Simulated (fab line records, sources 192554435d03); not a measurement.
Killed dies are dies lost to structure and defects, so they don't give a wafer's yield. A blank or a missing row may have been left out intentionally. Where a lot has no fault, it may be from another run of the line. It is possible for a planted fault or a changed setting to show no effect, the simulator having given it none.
fab line records	flow n5-finfet
record: lots: 24	wafers: 72	last-day: 17
route steps=1938 shown BEOL_M2@911 BEOL_M3@946
lots untouched by any fault: they come from a run of this same line in which no faults occurred
start-h: the number of hours between the record's first day and the start of the first shown wafer of the lot	wait-h: hours elapsed since this lot's preceding step	" the same as in the row above	L1.1+2: a row that stands for several wafers	- no value, or no start was given	* or withheld: withheld	< > ~ a bound
route shown NAME@n: a module of which the file shows steps, and the number in the route of the first	usual: mean and standard deviation over wafers with no fault	same: alike in all rows	chamber/n: place in a boat	sites: per-site readings	_std_site: standard deviation across them	_edge_site: outer sites' mean less inner sites'	radius-mm: for every site, how far away it sits from the centre of the wafer	mask NAME#n: copy n	behind: the most recent tool/chamber to have shaped the wafer	hold: cause of the lot's hold/its duration in hours/its outcome	device: names the non-switching transistor (n, p or np)	end of line: the route-end tests of the same wafers	a step given without rows: its recipe and nothing more	killed: not the wafer's yield, but the dies lost to structure and defects at the first sort	map: a wafer's dies, marking killed ones x, the rest . and places with no die _
set.NAME: the setting as run; set.NAME@STEP: as run at that earlier step	model.NAME: the simulator's own value behind a step, which no gauge read
a sample of lots followed through the steps of the route, with each step as a table and each wafer as a row
services: the hour from which a tool's chamber was out of use, counted from the record's first day as start-h (under 0 if before that day), plus the number of hours and why
== steps ==
step: N5_BEOL_M2_ANNEAL_87
recipe: temp-c: 400	time-s: 240	ambient: vacuum
usual: heater-power-w: 849/91
lot.wafer	tool	chamber	start-h	wait-h	heater-power-w
L074.1	pvd-sputter-01	-	143.06	0.0	701
L074.4	"	-	"	"	727
L074.5	"	-	"	"	942
L075.1	pvd-sputter-03	-	152.16	0.0	730
L075.4	"	-	"	"	899
L075.6	"	-	"	"	845
L076.1	pvd-sputter-02	-	157.06	0.0	789
L076.5	"	-	"	"	935
L076.6	"	-	"	"	776
L078.1	pvd-sputter-03	-	157.11	0.0	734
L078.3	"	-	"	"	902
L078.6	"	-	"	"	876
L077.2	pvd-sputter-01	-	157.27	0.0	755
L077.5	"	-	"	"	734
L077.6	"	-	"	"	852
L079.1	pvd-sputter-02	-	173.04	0.0	789
L079.2	"	-	"	"	904
L079.4	"	-	"	"	1001
L080.3	pvd-sputter-02	-	176.88	0.0	829
L080.4	"	-	"	"	772
L080.5	"	-	"	"	1020
L081.2	pvd-sputter-02	-	182.99	0.0	796
L081.5	"	-	"	"	817
L081.6	"	-	"	"	903
L082.2	pvd-sputter-01	-	187.72	0.0	720
L082.3	"	-	"	"	847
L082.6	"	-	"	"	857
L083.1	pvd-sputter-02	-	196.58	0.0	896
L083.2	"	-	"	"	797
L083.3	"	-	"	"	829
L084.1	pvd-sputter-01	-	203.77	0.0	872
L084.5	"	-	"	"	974
L084.6	"	-	"	"	694
L085.3	pvd-sputter-01	-	207.81	0.0	717
L085.5	"	-	"	"	867
L085.6	"	-	"	"	715
L086.1	pvd-sputter-01	-	209.65	0.0	740
L086.2	"	-	"	"	876
L086.6	"	-	"	"	717
L087.1	pvd-sputter-03	-	215.90	0.0	877
L087.3	"	-	"	"	899
L087.4	"	-	"	"	744
L088.2	pvd-sputter-02	-	219.25	0.0	991
L088.3	"	-	"	"	783
L088.5	"	-	"	"	987
L089.2	pvd-sputter-01	-	236.64	0.0	841
L089.4	"	-	"	"	961
L089.6	"	-	"	"	736
L090.2	pvd-sputter-02	-	240.05	0.0	911
L090.3	"	-	"	"	806
L090.5	"	-	"	"	972
L092.1	pvd-sputter-01	-	253.78	0.0	964
L092.2	"	-	"	"	690
L092.5	"	-	"	"	966
L091.2	pvd-sputter-02	-	259.66	0.0	778
L091.4	"	-	"	"	886
L091.6	"	-	"	"	909
L093.1	pvd-sputter-01	-	264.68	0.0	847
L093.3	"	-	"	"	728
L093.5	"	-	"	"	734
L094.1	pvd-sputter-03	-	266.72	0.0	842
L094.3	"	-	"	"	758
L094.5	"	-	"	"	891
L095.2	pvd-sputter-03	-	271.63	0.0	722
L095.3	"	-	"	"	847
L095.4	"	-	"	"	905
L097.1	pvd-sputter-03	-	274.54	0.0	913
L097.2	"	-	"	"	749
L097.4	"	-	"	"	845
L096.2	pvd-sputter-02	-	274.71	0.0	981
L096.4	"	-	"	"	846
L096.6	"	-	"	"	916
step: N5_BEOL_M2_SPUTTER_90
recipe: material: Cu	target-thk-a: 45	temp-c: -20	chamber-pressure-pa: 0.07	power-w: withheld	time-s: 8.29
usual: throttle-valve-pct: 29.4/1.2
lot.wafer	tool	chamber	start-h	wait-h	throttle-valve-pct
L074.1	pvd-sputter-01	-	143.45	0.1	30.7
L074.4	"	-	"	"	29.1
L074.5	"	-	"	"	31.0
L075.1	pvd-sputter-03	-	152.52	0.1	29.3
L075.4	"	-	"	"	30.1
L075.6	"	-	"	"	30.4
L076.1	pvd-sputter-02	-	157.42	0.1	27.9
L076.5	"	-	"	"	30.7
L076.6	"	-	"	"	28.1
L078.1	pvd-sputter-03	-	157.47	0.1	29.2
L078.3	"	-	"	"	30.0
L078.6	"	-	"	"	31.0
L077.2	pvd-sputter-01	-	157.63	0.1	28.9
L077.5	"	-	"	"	29.2
L077.6	"	-	"	"	27.2
L079.1	pvd-sputter-02	-	173.40	0.1	27.9
L079.2	"	-	"	"	30.5
L079.4	"	-	"	"	28.4
L080.3	pvd-sputter-02	-	177.24	0.1	29.7
L080.4	"	-	"	"	27.6
L080.5	"	-	"	"	28.3
L081.2	pvd-sputter-02	-	183.35	0.1	28.0
L081.5	"	-	"	"	29.8
L081.6	"	-	"	"	30.2
L082.2	pvd-sputter-01	-	188.08	0.1	30.2
L082.3	"	-	"	"	27.2
L082.6	"	-	"	"	27.1
L083.1	pvd-sputter-02	-	196.94	0.1	30.5
L083.2	"	-	"	"	28.1
L083.3	"	-	"	"	30.0
L084.1	pvd-sputter-01	-	204.13	0.1	27.0
L084.5	"	-	"	"	31.3
L084.6	"	-	"	"	30.3
L085.3	pvd-sputter-01	-	208.17	0.1	30.6
L085.5	"	-	"	"	27.1
L085.6	"	-	"	"	30.8
L086.1	pvd-sputter-01	-	210.01	0.1	28.7
L086.2	"	-	"	"	27.0
L086.6	"	-	"	"	30.5
L087.1	pvd-sputter-03	-	216.26	0.1	29.8
L087.3	"	-	"	"	29.7
L087.4	"	-	"	"	29.2
L088.2	pvd-sputter-02	-	219.61	0.1	28.4
L088.3	"	-	"	"	27.7
L088.5	"	-	"	"	28.3
L089.2	pvd-sputter-01	-	237.00	0.1	27.1
L089.4	"	-	"	"	30.9
L089.6	"	-	"	"	28.5
L090.2	pvd-sputter-02	-	240.41	0.1	30.4
L090.3	"	-	"	"	28.1
L090.5	"	-	"	"	28.1
L092.1	pvd-sputter-01	-	254.14	0.1	30.8
L092.2	"	-	"	"	30.2
L092.5	"	-	"	"	31.0
L091.2	pvd-sputter-02	-	260.02	0.1	27.8
L091.4	"	-	"	"	30.6
L091.6	"	-	"	"	30.6
L093.1	pvd-sputter-01	-	265.04	0.1	27.3
L093.3	"	-	"	"	28.9
L093.5	"	-	"	"	29.1
L094.1	pvd-sputter-03	-	267.08	0.1	29.7
L094.3	"	-	"	"	29.3
L094.5	"	-	"	"	30.0
L095.2	pvd-sputter-03	-	271.99	0.1	29.3
L095.3	"	-	"	"	30.8
L095.4	"	-	"	"	29.9
L097.1	pvd-sputter-03	-	274.90	0.1	29.8
L097.2	"	-	"	"	29.1
L097.4	"	-	"	"	31.0
L096.2	pvd-sputter-02	-	275.07	0.1	28.2
L096.4	"	-	"	"	29.6
L096.6	"	-	"	"	30.5
step: N5_BEOL_M2_ANNEAL_93
recipe: temp-c: 400	time-s: 240	ambient: vacuum
usual: heater-power-w: 852/92
lot.wafer	tool	chamber	start-h	wait-h	heater-power-w
L074.1	pvd-sputter-01	-	143.77	0.0	719
L074.4	"	-	"	"	752
L074.5	"	-	"	"	965
L075.1	pvd-sputter-03	-	152.82	0.0	738
L075.4	"	-	"	"	911
L075.6	"	-	"	"	863
L076.1	pvd-sputter-02	-	157.72	0.0	799
L076.5	"	-	"	"	918
L076.6	"	-	"	"	788
L078.1	pvd-sputter-03	-	157.77	0.0	731
L078.3	"	-	"	"	910
L078.6	"	-	"	"	871
L077.2	pvd-sputter-01	-	157.93	0.0	738
L077.5	"	-	"	"	726
L077.6	"	-	"	"	847
L079.1	pvd-sputter-02	-	173.70	0.0	785
L079.2	"	-	"	"	897
L079.4	"	-	"	"	994
L080.3	pvd-sputter-02	-	177.54	0.0	833
L080.4	"	-	"	"	793
L080.5	"	-	"	"	1026
L081.2	pvd-sputter-02	-	183.65	0.0	790
L081.5	"	-	"	"	859
L081.6	"	-	"	"	914
L082.2	pvd-sputter-01	-	188.38	0.0	700
L082.3	"	-	"	"	879
L082.6	"	-	"	"	867
L083.1	pvd-sputter-02	-	197.24	0.0	888
L083.2	"	-	"	"	798
L083.3	"	-	"	"	838
L084.1	pvd-sputter-01	-	204.43	0.0	868
L084.5	"	-	"	"	980
L084.6	"	-	"	"	723
L085.3	pvd-sputter-01	-	208.47	0.0	695
L085.5	"	-	"	"	858
L085.6	"	-	"	"	701
L086.1	pvd-sputter-01	-	210.31	0.0	757
L086.2	"	-	"	"	845
L086.6	"	-	"	"	704
L087.1	pvd-sputter-03	-	216.56	0.0	872
L087.3	"	-	"	"	898
L087.4	"	-	"	"	748
L088.2	pvd-sputter-02	-	219.91	0.0	987
L088.3	"	-	"	"	770
L088.5	"	-	"	"	1003
L089.2	pvd-sputter-01	-	237.30	0.0	848
L089.4	"	-	"	"	965
L089.6	"	-	"	"	726
L090.2	pvd-sputter-02	-	240.71	0.0	898
L090.3	"	-	"	"	795
L090.5	"	-	"	"	988
L092.1	pvd-sputter-01	-	254.44	0.0	986
L092.2	"	-	"	"	711
L092.5	"	-	"	"	949
L091.2	pvd-sputter-02	-	260.32	0.0	799
L091.4	"	-	"	"	903
L091.6	"	-	"	"	887
L093.1	pvd-sputter-01	-	265.34	0.0	870
L093.3	"	-	"	"	738
L093.5	"	-	"	"	712
L094.1	pvd-sputter-03	-	267.38	0.0	854
L094.3	"	-	"	"	746
L094.5	"	-	"	"	932
L095.2	pvd-sputter-03	-	272.29	0.0	743
L095.3	"	-	"	"	878
L095.4	"	-	"	"	880
L097.1	pvd-sputter-03	-	275.20	0.0	890
L097.2	"	-	"	"	768
L097.4	"	-	"	"	862
L096.2	pvd-sputter-02	-	275.37	0.0	993
L096.4	"	-	"	"	827
L096.6	"	-	"	"	906
step: N5_BEOL_M2_PRE_CLEAN_60
recipe: gas: NH3/H2	time-s: 15	temp-c: *	rf-power-w: 300
usual: heater-power-w: 86/16
lot.wafer	tool	chamber	start-h	wait-h	heater-power-w
L074.1	cvd-co-01	0	145.04	0.1	87
L074.4	"	1	"	"	68
L074.5	"	0	"	"	88
L075.1	cvd-co-02	0	154.00	0.0	111
L075.4	"	2	"	"	84
L075.6	"	1	"	"	68
L076.1	cvd-co-02	2	158.94	0.1	85
L076.5	"	1	"	"	71
L076.6	"	2	"	"	86
L078.1	cvd-co-01	2	159.11	0.2	94
L078.3	"	1	"	"	66
L078.6	"	0	"	"	87
L077.2	cvd-co-02	2	159.18	0.0	87
L077.5	"	0	"	"	113
L077.6	"	1	"	"	70
L079.1	cvd-co-02	2	174.89	0.0	84
L079.2	"	0	"	"	114
L079.4	"	2	"	"	84
L080.3	cvd-co-02	2	178.81	0.0	88
L080.4	"	0	"	"	111
L080.5	"	1	"	"	71
L081.2	cvd-co-02	2	184.91	0.0	88
L081.5	"	0	"	"	111
L081.6	"	2	"	"	84
L082.2	cvd-co-01	1	190.21	0.0	66
L082.3	"	2	"	"	92
L082.6	"	0	"	"	89
L083.1	cvd-co-02	1	198.42	0.0	71
L083.2	"	2	"	"	88
L083.3	"	0	"	"	113
L084.1	cvd-co-02	1	205.62	0.0	71
L084.5	"	2	"	"	87
L084.6	"	0	"	"	113
L085.3	cvd-co-01	0	209.66	0.0	89
L085.5	"	1	"	"	66
L085.6	"	2	"	"	93
L086.1	cvd-co-01	0	211.79	0.0	89
L086.2	"	1	"	"	67
L086.6	"	2	"	"	94
L087.1	cvd-co-02	2	217.74	0.0	85
L087.3	"	0	"	"	113
L087.4	"	1	"	"	71
L088.2	cvd-co-01	1	221.10	0.0	66
L088.3	"	0	"	"	89
L088.5	"	0	"	"	88
L089.2	cvd-co-01	1	238.62	0.0	67
L089.4	"	0	"	"	90
L089.6	"	1	"	"	66
L090.2	cvd-co-01	0	241.89	0.0	89
L090.3	"	2	"	"	93
L090.5	"	1	"	"	67
L092.1	cvd-co-01	0	255.69	0.0	90
L092.2	"	2	"	"	94
L092.5	"	2	"	"	91
L091.2	cvd-co-02	1	261.71	0.0	70
L091.4	"	0	"	"	115
L091.6	"	2	"	"	84
L093.1	cvd-co-02	2	266.53	0.0	88
L093.3	"	1	"	"	69
L093.5	"	0	"	"	112
L094.1	cvd-co-01	2	268.57	0.0	92
L094.3	"	1	"	"	67
L094.5	"	2	"	"	93
L095.2	cvd-co-01	1	273.48	0.0	67
L095.3	"	2	"	"	93
L095.4	"	1	"	"	65
L097.1	cvd-co-02	2	276.38	0.0	88
L097.2	"	0	"	"	113
L097.4	"	1	"	"	69
L096.2	cvd-co-02	0	276.55	0.0	114
L096.4	"	0	"	"	112
L096.6	"	2	"	"	85
step: N5_BEOL_M2_CO_CAP_55
recipe: material: Co	target-thk-a: 20	temp-c: 200	precursor: CCTBA/H2	pressure-torr: 30	time-s: 102.1
usual: chamber-pressure-Torr: 30.01/0.065	heater-power-w: 238/20
lot.wafer	tool	chamber	start-h	wait-h	chamber-pressure-Torr	heater-power-w
L074.1	cvd-co-01	0	145.08	0.0	29.98	243
L074.4	"	1	"	"	30.00	208
L074.5	"	0	"	"	30.11	238
L075.1	cvd-co-02	0	154.04	0.0	29.98	269
L075.4	"	2	"	"	29.98	243
L075.6	"	1	"	"	30.04	218
L076.1	cvd-co-02	2	158.98	0.0	30.09	243
L076.5	"	1	"	"	30.00	228
L076.6	"	2	"	"	30.02	239
L078.1	cvd-co-01	2	159.15	0.0	29.96	243
L078.3	"	1	"	"	29.88	210
L078.6	"	0	"	"	30.11	238
L077.2	cvd-co-02	2	159.22	0.0	30.05	237
L077.5	"	0	"	"	30.02	272
L077.6	"	1	"	"	29.92	212
L079.1	cvd-co-02	2	174.93	0.0	30.08	233
L079.2	"	0	"	"	30.10	260
L079.4	"	2	"	"	30.04	236
L080.3	cvd-co-02	2	178.85	0.0	30.02	238
L080.4	"	0	"	"	30.06	272
L080.5	"	1	"	"	29.98	219
L081.2	cvd-co-02	2	184.95	0.0	29.79	238
L081.5	"	0	"	"	30.14	269
L081.6	"	2	"	"	29.97	236
L082.2	cvd-co-01	1	190.25	0.0	30.00	216
L082.3	"	2	"	"	30.01	244
L082.6	"	0	"	"	30.01	244
L083.1	cvd-co-02	1	198.46	0.0	30.02	214
L083.2	"	2	"	"	29.94	239
L083.3	"	0	"	"	29.93	271
L084.1	cvd-co-02	1	205.66	0.0	30.10	219
L084.5	"	2	"	"	30.09	242
L084.6	"	0	"	"	29.92	274
L085.3	cvd-co-01	0	209.70	0.0	30.04	243
L085.5	"	1	"	"	30.03	211
L085.6	"	2	"	"	29.99	249
L086.1	cvd-co-01	0	211.83	0.0	29.93	237
L086.2	"	1	"	"	30.01	213
L086.6	"	2	"	"	30.04	241
L087.1	cvd-co-02	2	217.78	0.0	30.06	232
L087.3	"	0	"	"	29.99	261
L087.4	"	1	"	"	29.86	214
L088.2	cvd-co-01	1	221.14	0.0	29.90	212
L088.3	"	0	"	"	29.92	244
L088.5	"	0	"	"	29.97	236
L089.2	cvd-co-01	1	238.66	0.0	30.01	208
L089.4	"	0	"	"	29.99	241
L089.6	"	1	"	"	29.98	213
L090.2	cvd-co-01	0	241.93	0.0	29.92	242
L090.3	"	2	"	"	30.11	240
L090.5	"	1	"	"	30.02	213
L092.1	cvd-co-01	0	255.73	0.0	30.15	239
L092.2	"	2	"	"	30.08	244
L092.5	"	2	"	"	29.93	250
L091.2	cvd-co-02	1	261.75	0.0	29.94	224
L091.4	"	0	"	"	30.02	272
L091.6	"	2	"	"	30.02	236
L093.1	cvd-co-02	2	266.57	0.0	30.06	240
L093.3	"	1	"	"	29.96	214
L093.5	"	0	"	"	29.94	272
L094.1	cvd-co-01	2	268.61	0.0	29.92	244
L094.3	"	1	"	"	30.03	215
L094.5	"	2	"	"	29.91	249
L095.2	cvd-co-01	1	273.52	0.0	30.03	209
L095.3	"	2	"	"	30.13	242
L095.4	"	1	"	"	30.00	211
L097.1	cvd-co-02	2	276.42	0.0	30.14	238
L097.2	"	0	"	"	29.96	279
L097.4	"	1	"	"	29.96	212
L096.2	cvd-co-02	0	276.59	0.0	30.03	270
L096.4	"	0	"	"	30.09	270
L096.6	"	2	"	"	30.04	237
step: N5_BEOL_M3_INSPECT_13
recipe: mode: adi	inspect-instrument: brightfield
usual: raw-defect-count: 400/84
lot.wafer	tool	chamber	start-h	wait-h	raw-defect-count
L074.1	defect-inspect-02	-	147.59	0.1	419
L074.4	"	-	"	"	280
L074.5	"	-	"	"	321
L075.1	defect-inspect-02	-	155.49	0.1	429
L075.4	"	-	"	"	351
L075.6	"	-	"	"	430
L076.1	defect-inspect-01	-	163.83	0.1	313
L076.5	"	-	"	"	321
L076.6	"	-	"	"	275
L078.1	defect-inspect-01	-	163.87	0.1	449
L078.3	"	-	"	"	282
L078.6	"	-	"	"	289
L077.2	defect-inspect-02	-	163.91	0.1	664
L077.5	"	-	"	"	522
L077.6	"	-	"	"	605
L079.1	defect-inspect-02	-	176.30	0.1	488
L079.2	"	-	"	"	499
L079.4	"	-	"	"	367
L080.3	defect-inspect-01	-	179.86	0.0	467
L080.4	"	-	"	"	358
L080.5	"	-	"	"	383
L081.2	defect-inspect-01	-	186.35	0.0	425
L081.5	"	-	"	"	534
L081.6	"	-	"	"	409
L082.2	defect-inspect-02	-	194.99	0.0	466
L082.3	"	-	"	"	372
L082.6	"	-	"	"	379
L083.1	defect-inspect-01	-	201.02	0.1	405
L083.2	"	-	"	"	336
L083.3	"	-	"	"	334
L084.1	defect-inspect-02	-	207.30	0.1	412
L084.5	"	-	"	"	396
L084.6	"	-	"	"	351
L085.3	defect-inspect-02	-	210.99	0.0	292
L085.5	"	-	"	"	466
L085.6	"	-	"	"	469
L086.1	defect-inspect-01	-	214.20	0.1	464
L086.2	"	-	"	"	454
L086.6	"	-	"	"	403
L087.1	defect-inspect-02	-	218.67	0.1	395
L087.3	"	-	"	"	394
L087.4	"	-	"	"	383
L088.2	defect-inspect-01	-	222.74	0.0	290
L088.3	"	-	"	"	285
L088.5	"	-	"	"	297
L089.2	defect-inspect-02	-	241.99	0.0	393
L089.4	"	-	"	"	455
L089.6	"	-	"	"	356
L090.2	defect-inspect-01	-	243.69	0.0	276
L090.3	"	-	"	"	420
L090.5	"	-	"	"	271
L092.1	defect-inspect-02	-	257.58	0.1	271
L092.2	"	-	"	"	505
L092.5	"	-	"	"	417
L091.2	defect-inspect-02	-	263.45	0.0	426
L091.4	"	-	"	"	411
L091.6	"	-	"	"	450
L093.1	defect-inspect-02	-	269.73	0.1	393
L093.3	"	-	"	"	366
L093.5	"	-	"	"	365
L094.1	defect-inspect-02	-	270.14	0.1	457
L094.3	"	-	"	"	565
L094.5	"	-	"	"	524
L095.2	defect-inspect-01	-	276.51	0.0	362
L095.3	"	-	"	"	360
L095.4	"	-	"	"	407
L097.1	defect-inspect-01	-	277.76	0.1	344
L097.2	"	-	"	"	297
L097.4	"	-	"	"	347
L096.2	defect-inspect-01	-	277.85	0.0	425
L096.4	"	-	"	"	478
L096.6	"	-	"	"	477
== services ==
tool	chamber	start-h	hours	kind
pvd-sputter-01	-	130.76	1.0	repair
cvd-co-01	-	178.50	2.8	pm
cvd-co-01	-	228.23	0.8	repair
cvd-co-01	-	230.27	6.9	pm
cvd-co-02	-	243.11	3.2	repair
cvd-co-01	-	260.22	0.5	repair
cvd-co-01	-	272.56	0.3	repair
== key ==
fault none
